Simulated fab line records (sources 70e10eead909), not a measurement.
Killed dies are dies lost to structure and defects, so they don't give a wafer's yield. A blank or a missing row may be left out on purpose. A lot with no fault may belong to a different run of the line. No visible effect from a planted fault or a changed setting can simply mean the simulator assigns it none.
Which of the tools did it?	flow nandHarc	12 lots with 36 wafers sampled at 3 steps, on a route of 1302 steps

WHAT EACH GAUGE READ, for each wafer
NHARC_P_M0_THK_MEAS_24: measures by xrf.
lot	measured	on	thkNm (nm)
L408	day 6 01:16	filmMetro-02	117.9 122.3 117.9
L409	day 6 08:53	filmMetro-02	118.2 120.5 119.0
L411	day 7 07:26	filmMetro-01	117.4 114.9 121.1
L413	day 8 06:07	filmMetro-02	119.0 117.3 118.9
L412	day 8 06:40	filmMetro-02	117.6 116.4 118.8
L414	day 9 00:35	filmMetro-01	119.0 118.7 118.0
L415	day 9 11:43	filmMetro-02	119.1 115.3 116.1
L417	day 10 06:40	filmMetro-02	115.7 117.8 115.4
L418	day 10 14:20	filmMetro-01	116.1 117.5 115.8
L422	day 12 03:52	filmMetro-01	118.7 115.1 114.1
L429	day 15 08:18	filmMetro-01	118.8 118.0 120.3
L430	day 15 19:37	filmMetro-02	115.7 117.9 116.7

NHARC_P_M1_CD_MEAS_09 targets a cd of 130 nm.
lot	measured	on	cdNm (nm)
L408	day 6 02:40	cdSem-03	131.0 130.6 130.1
L409	day 6 10:34	cdSem-03	130.4 129.5 129.9
L411	day 7 08:50	cdSem-02	130.2 130.6 130.0
L413	day 8 07:33	cdSem-02	130.3 129.1 129.7
L412	day 8 08:13	cdSem-01	130.9 131.2 131.4
L414	day 9 02:08	cdSem-03	130.6 130.2 129.8
L415	day 9 13:16	cdSem-01	129.9 130.4 130.5
L417	day 10 08:13	cdSem-03	130.2 130.8 129.3
L418	day 10 15:52	cdSem-01	129.8 130.6 130.0
L422	day 12 05:33	cdSem-02	130.6 129.8 129.8
L429	day 15 09:44	cdSem-02	130.3 129.5 130.7
L430	day 15 21:10	cdSem-01	131.0 130.4 129.6

NHARC_P_M1_CD_MEAS_16.
lot	measured	on	cdNm (nm)
L408	day 6 03:10	cdSem-03	131.2 130.2 129.7
L409	day 6 11:04	cdSem-02	130.1 131.2 130.4
L411	day 7 09:19	cdSem-03	130.9 130.1 130.2
L413	day 8 08:03	cdSem-02	130.3 129.2 130.5
L412	day 8 08:42	cdSem-02	130.8 130.6 131.2
L414	day 9 02:38	cdSem-02	130.2 129.9 130.5
L415	day 9 13:45	cdSem-02	129.9 131.1 130.7
L417	day 10 08:42	cdSem-02	129.9 130.5 128.4
L418	day 10 16:21	cdSem-03	128.7 129.1 129.0
L422	day 12 06:02	cdSem-03	131.3 130.8 130.1
L429	day 15 10:13	cdSem-01	130.6 129.4 130.1
L430	day 15 21:40	cdSem-01	130.3 130.8 129.3

WHICH TOOL RAN EACH LOT (tool, then ch and the chambers of the sampled wafers, then the start)
The record holds no process step before these readings.

AS READ BY THE TOOLS THEMSELVES (means over the sampled wafers that have a number; for cases with no such wafer, the mark the record gives instead)
The record holds no such reading with a usual standard deviation.

THE ANSWER, worked out from the rows above alone
Rule: what is usual is taken from the lots themselves. Put in order of their means at a reading, lots are off if they are a third of the lots or fewer, leave a main group of 4 or more, and stand apart from it by a gap of 3 or more times the standard deviation of the main group's means; of several such gaps the widest counts. Not used: any main group whose means are identical at the precision the tables above print for the reading. A lot without any number at a reading at which 4 lots or more have one is off too. All remaining lots with rows at the step are treated as sound. First the gauges in route order, then the tools' own readings, where a lot's mean is used as printed above. At the first step where some lot is off, the reading lying furthest off is the one used; lots without a number count as furthest.
Nothing can be told from this: no lot is off at any reading shown.

WHAT HAD BEEN PUT IN BY THE SIMULATOR
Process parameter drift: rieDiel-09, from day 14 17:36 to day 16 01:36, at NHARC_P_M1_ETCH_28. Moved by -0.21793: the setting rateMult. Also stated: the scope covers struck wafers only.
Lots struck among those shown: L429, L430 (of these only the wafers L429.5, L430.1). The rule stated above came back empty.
